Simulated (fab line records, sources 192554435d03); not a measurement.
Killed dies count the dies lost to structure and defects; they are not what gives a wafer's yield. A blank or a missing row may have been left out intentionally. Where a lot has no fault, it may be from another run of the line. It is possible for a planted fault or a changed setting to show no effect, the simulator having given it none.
Matching of chambers / flow n5 finfet / 4 sister chambers for N5_SDB_ETCH_25 on rie diel-01
The step etches SiO2 in C4F6/O2, target depth 10 nm, time 3.3 s. 14 wafers are shown with their chamber, then 7 later ones without.

## WAFERS, EACH WITH ITS CHAMBER
wafer=L075.2; chamber=0; throttle valve pct (%)=21.55; oes_ar_750_au (a.u.)=0.73; showerhead plenum p Torr (Torr)=2.84
wafer=L075.4; chamber=1; throttle valve pct (%)=21.27; oes_ar_750_au (a.u.)=0.72; showerhead plenum p Torr (Torr)=2.84
wafer=L075.6; chamber=0; throttle valve pct (%)=21.55; oes_ar_750_au (a.u.)=0.73; showerhead plenum p Torr (Torr)=2.84
wafer=L078.2; chamber=1; throttle valve pct (%)=21.27; oes_ar_750_au (a.u.)=0.72; showerhead plenum p Torr (Torr)=2.83
wafer=L078.4; chamber=3; throttle valve pct (%)=20.75; oes_ar_750_au (a.u.)=0.83; showerhead plenum p Torr (Torr)=2.77
wafer=L078.6; chamber=3; throttle valve pct (%)=20.74; oes_ar_750_au (a.u.)=0.83; showerhead plenum p Torr (Torr)=2.77
wafer=L080.3; chamber=1; throttle valve pct (%)=21.31; oes_ar_750_au (a.u.)=0.71; showerhead plenum p Torr (Torr)=2.83
wafer=L080.5; chamber=1; throttle valve pct (%)=21.28; oes_ar_750_au (a.u.)=0.71; showerhead plenum p Torr (Torr)=2.83
wafer=L080.6; chamber=2; throttle valve pct (%)=20.88; oes_ar_750_au (a.u.)=0.80; showerhead plenum p Torr (Torr)=2.75
wafer=L083.1; chamber=2; throttle valve pct (%)=20.90; oes_ar_750_au (a.u.)=0.80; showerhead plenum p Torr (Torr)=2.75
wafer=L083.2; chamber=3; throttle valve pct (%)=20.76; oes_ar_750_au (a.u.)=0.83; showerhead plenum p Torr (Torr)=2.77
wafer=L083.3; chamber=0; throttle valve pct (%)=21.56; oes_ar_750_au (a.u.)=0.72; showerhead plenum p Torr (Torr)=2.83
wafer=L089.1; chamber=1; throttle valve pct (%)=21.33; oes_ar_750_au (a.u.)=0.70; showerhead plenum p Torr (Torr)=2.82
wafer=L089.5; chamber=1; throttle valve pct (%)=21.33; oes_ar_750_au (a.u.)=0.70; showerhead plenum p Torr (Torr)=2.82

SIGNATURES (means of the wafers above)
reading=throttle valve pct; chamber 0=21.5533; chamber 1=21.2983; chamber 2=20.8900; chamber 3=20.7500; scatter within a chamber=0.0213
reading=oes_ar_750_au; chamber 0=0.7267; chamber 1=0.7100; chamber 2=0.8000; chamber 3=0.8300; scatter within a chamber=0.00683
reading=showerhead plenum p Torr; chamber 0=2.8367; chamber 1=2.8283; chamber 2=2.7500; chamber 3=2.7700; scatter within a chamber=0.00592
Rule: a wafer's distance from a chamber is the root of the sum, over the readings, of the square of ((its reading less the chamber's mean) divided by the reading's scatter). The wafer belongs to the nearest chamber; if the next one is less than 2 further off, it can't be placed. The scatter: take each reading less its chamber's mean, square it, sum over the shown wafers, divide by the number of wafers less the number of chambers, and take the root.

## WAFERS MISSING THEIR CHAMBER
wafer=L089.6; throttle valve pct (%)=21.61; oes_ar_750_au (a.u.)=0.71; showerhead plenum p Torr (Torr)=2.83
wafer=L091.2; throttle valve pct (%)=21.58; oes_ar_750_au (a.u.)=0.71; showerhead plenum p Torr (Torr)=2.83
wafer=L091.5; throttle valve pct (%)=21.59; oes_ar_750_au (a.u.)=0.71; showerhead plenum p Torr (Torr)=2.83
wafer=L091.6; throttle valve pct (%)=20.80; oes_ar_750_au (a.u.)=0.81; showerhead plenum p Torr (Torr)=2.76
wafer=L092.1; throttle valve pct (%)=21.59; oes_ar_750_au (a.u.)=0.71; showerhead plenum p Torr (Torr)=2.82
wafer=L092.2; throttle valve pct (%)=20.80; oes_ar_750_au (a.u.)=0.80; showerhead plenum p Torr (Torr)=2.76
wafer=L092.4; throttle valve pct (%)=20.92; oes_ar_750_au (a.u.)=0.78; showerhead plenum p Torr (Torr)=2.74

## EACH ONE'S CHAMBER
wafer=L089.6; from the rows above=0; in truth=0
wafer=L091.2; from the rows above=0; in truth=0
wafer=L091.5; from the rows above=0; in truth=0
wafer=L091.6; from the rows above=can't be placed: 3 or 2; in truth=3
wafer=L092.1; from the rows above=0; in truth=0
wafer=L092.2; from the rows above=can't be placed: 2 or 3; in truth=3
wafer=L092.4; from the rows above=2; in truth=2
Correct placement for 5 of the 7. Not placeable from these rows: 2 (in 2, the candidates include the true chamber). 0 placed wrongly.
